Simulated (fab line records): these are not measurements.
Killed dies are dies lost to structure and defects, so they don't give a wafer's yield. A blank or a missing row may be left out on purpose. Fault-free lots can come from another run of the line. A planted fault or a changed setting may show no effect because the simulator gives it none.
Which of the tools did it? | flow nand_harc | 13 lots with 39 wafers sampled at 5 steps, on a route of 1302 steps

## WHAT THE GAUGES READ, wafer by wafer
NHARC_A_ONON_D2_THK_MEAS_21: measures by ellipsometry.
lot  | measured     | on            | thk_nm (nm)
L568 | day 13 01:54 | film_metro-02 | 995 995 996
L569 | day 13 01:54 | film_metro-01 | 1006 1007 1007
L570 | day 13 20:25 | film_metro-02 | 999 998 999
L578 | day 17 03:19 | film_metro-01 | 625 624 623
L580 | day 17 18:36 | film_metro-02 | 1008 1008 1007
L582 | day 18 18:04 | film_metro-02 | 985 983 983
L584 | day 19 21:32 | film_metro-01 | 990 991 992
L585 | day 20 07:11 | film_metro-02 | 985 985 985
L587 | day 20 13:23 | film_metro-02 | 1009 1010 1010
L588 | day 21 11:40 | film_metro-02 | 987 986 988
L589 | day 21 11:40 | film_metro-01 | 989 988 989
L590 | day 22 02:39 | film_metro-01 | 1004 1002 1002
L591 | day 22 15:41 | film_metro-02 | 1016 1017 1018

NHARC_A_CHANNEL_HOLE_D2_OVL_MEAS_11.
lot  | measured     | on         | overlay_x_nm (nm) | overlay_y_nm (nm)
L568 | day 13 06:56 | overlay-01 | 2.0 1.6 0.9       | 1.4 1.5 1.3
L569 | day 13 07:06 | overlay-01 | 0.6 0.1 0.1       | 0.0 0.1 -0.4
L570 | day 14 06:13 | overlay-01 | 0.4 0.4 0.3       | -0.7 -0.4 0.0
L580 | day 18 01:58 | overlay-01 | 0.0 0.0 0.4       | -0.5 -0.3 -0.6
L582 | day 19 02:07 | overlay-02 | -0.4 -0.8 -0.5    | 0.4 0.3 0.7
L584 | day 20 06:17 | overlay-01 | -1.1 -1.0 -0.9    | 0.1 0.3 0.5
L585 | day 20 12:56 | overlay-02 | -0.6 -0.5 -0.6    | 0.8 0.7 0.7
L587 | day 20 18:31 | overlay-02 | 0.8 0.9 1.0       | 1.5 1.8 2.0
L588 | day 21 18:18 | overlay-02 | -0.3 -0.7 0.1     | -0.4 0.2 -0.1
L589 | day 21 18:44 | overlay-02 | -1.5 -1.6 -1.4    | 0.4 0.2 0.5
L590 | day 22 07:37 | overlay-02 | 0.8 0.2 0.9       | 0.1 -0.3 0.3
L591 | day 23 00:01 | overlay-01 | 0.8 1.1 1.0       | -0.2 0.2 -0.1

## WHICH TOOL RAN EACH LOT (tool, then ch and the chambers of the sampled wafers, then the start)
lot  | NHARC_A_CHANNEL_FILL_D1_ALD_15                 | NHARC_A_CHANNEL_FILL_D1_ETCHBACK_20 | NHARC_A_ONON_D2_DEP_19
L568 | ald_sin_batch-01 ch 0, day 10 02:41 or earlier | rie_diel-04 ch 1,2,3, day 10 02:41  | pecvd_onon-04 ch 0, day 13 01:23
L569 | ald_sin_batch-03 ch 0, day 10 07:02 or earlier | rie_diel-06 ch 1,2,3, day 10 07:02  | pecvd_onon-02 ch 0, day 13 01:23
L570 | ald_sin_batch-02 ch 0, day 10 22:03 or earlier | rie_diel-06 ch 0,2,3, day 10 22:03  | pecvd_onon-04 ch 0, day 13 19:58
L578 | ald_sin_batch-03 ch 0, day 14 03:47 or earlier | rie_diel-04 ch 0,2,3, day 14 03:47  | pecvd_onon-04 ch 0, day 17 02:52
L580 | ald_sin_batch-02 ch 0, day 14 19:06 or earlier | rie_diel-05 ch 0,2,3, day 14 19:06  | pecvd_onon-03 ch 0, day 17 18:08
L582 | ald_sin_batch-03 ch 0, day 15 22:24 or earlier | rie_diel-06 ch 1,2,3, day 15 22:24  | pecvd_onon-02 ch 0, day 18 17:41
L584 | ald_sin_batch-03 ch 0, day 16 18:13 or earlier | rie_diel-04 ch 0,2,3, day 16 18:13  | pecvd_onon-02 ch 0, day 19 21:01
L585 | ald_sin_batch-02 ch 0, day 17 08:56 or earlier | rie_diel-05 ch 2,3, day 17 08:56    | pecvd_onon-03 ch 0, day 20 06:43
L587 | ald_sin_batch-03 ch 0, day 17 17:56 or earlier | rie_diel-04 ch 0,1,2, day 17 17:56  | pecvd_onon-02 ch 0, day 20 12:56
L588 | ald_sin_batch-03 ch 0, day 18 08:26 or earlier | rie_diel-05 ch 0,1,3, day 18 08:26  | pecvd_onon-03 ch 0, day 21 11:09
L589 | ald_sin_batch-03 ch 0, day 18 14:07 or earlier | rie_diel-05 ch 2,3, day 18 14:07    | pecvd_onon-04 ch 0, day 21 11:16
L590 | ald_sin_batch-02 ch 0, day 19 02:11 or earlier | rie_diel-05 ch 1,2, day 19 02:11    | pecvd_onon-04 ch 0, day 22 02:08
L591 | ald_sin_batch-01 ch 0, day 19 07:52 or earlier | rie_diel-04 ch 0,1,2, day 19 07:52  | pecvd_onon-02 ch 0, day 22 15:14
- NHARC_A_CHANNEL_FILL_D1_ALD_15: deposits SiNx, target thk 2 nm, pulse time 60 s, ald cycles 19.
- NHARC_A_CHANNEL_FILL_D1_ETCHBACK_20: etches the open film in C4F8/O2/Ar, target depth 27 nm, time 13.5 s.
- NHARC_A_ONON_D2_DEP_19: target thk 1000 nm.

## AS READ BY THE TOOLS THEMSELVES (means over the sampled wafers that have a number; for cases with no such wafer, the mark the record gives instead)
NHARC_A_CHANNEL_FILL_D1_ALD_15.
lot  | tool             | precursor_pulse_height_rel
L568 | ald_sin_batch-01 | 1.006
L569 | ald_sin_batch-03 | 0.999
L570 | ald_sin_batch-02 | 1.010
L578 | ald_sin_batch-03 | 1.001
L580 | ald_sin_batch-02 | 1.000
L582 | ald_sin_batch-03 | 0.979
L584 | ald_sin_batch-03 | 0.992
L585 | ald_sin_batch-02 | 1.018
L587 | ald_sin_batch-03 | 0.984
L588 | ald_sin_batch-03 | 0.991
L589 | ald_sin_batch-03 | 1.004
L590 | ald_sin_batch-02 | 1.016
L591 | ald_sin_batch-01 | 0.998

NHARC_A_CHANNEL_FILL_D1_ETCHBACK_20.
lot  | tool        | oes_product_au (a.u.) | rf_vpp_V (V)
L568 | rie_diel-04 | 1.01                  | 981
L569 | rie_diel-06 | 1.00                  | 977
L570 | rie_diel-06 | 0.98                  | 983
L578 | rie_diel-04 | 0.92                  | 976
L580 | rie_diel-05 | 0.91                  | 976
L582 | rie_diel-06 | 1.01                  | 976
L584 | rie_diel-04 | 0.99                  | 977
L585 | rie_diel-05 | 0.94                  | 974
L587 | rie_diel-04 | 0.99                  | 977
L588 | rie_diel-05 | 0.99                  | 974
L589 | rie_diel-05 | 1.00                  | 977
L590 | rie_diel-05 | 0.99                  | 979
L591 | rie_diel-04 | 0.98                  | 978

## THE ANSWER, worked out from the rows above alone
Rule: the usual values come from the lots themselves. Put in order of their means at a reading, lots are off if they are a third of the lots or fewer, leave a main group of 4 or more, and stand apart from it by a gap of 3 or more times the standard deviation of the main group's means; of several such gaps the widest counts. Not used: any main group whose means are identical at the precision the tables above print for the reading. A lot without any number at a reading at which 4 lots or more have one is off too. The other lots that the step has rows for count as sound. First the gauges in route order, then the tools' own readings, where a lot's mean is used as printed above. At the first step where some lot is off, the reading lying furthest off is the one used; lots without a number count as furthest.
Off at NHARC_A_ONON_D2_THK_MEAS_21 (thk_nm): L578. The main group: mean 998 nm, standard deviation 11.
A tool fits if, at a process step before that reading, it ran every lot that is off, and no sound lot after the first of them. Not tried: the gauges at NHARC_A_ONON_D2_THK_MEAS_21; whatever is off there is also off at NHARC_A_CHANNEL_FILL_D1_ETCHBACK_20, on other tools, and gauge error can't account for it. With no start given for some of its lots, NHARC_A_CHANNEL_FILL_D1_ALD_15 uses the hours and lot order of NHARC_A_CHANNEL_FILL_D1_ETCHBACK_20. Of those tried, none fits.

## WHAT THE SIMULATOR PUT IN
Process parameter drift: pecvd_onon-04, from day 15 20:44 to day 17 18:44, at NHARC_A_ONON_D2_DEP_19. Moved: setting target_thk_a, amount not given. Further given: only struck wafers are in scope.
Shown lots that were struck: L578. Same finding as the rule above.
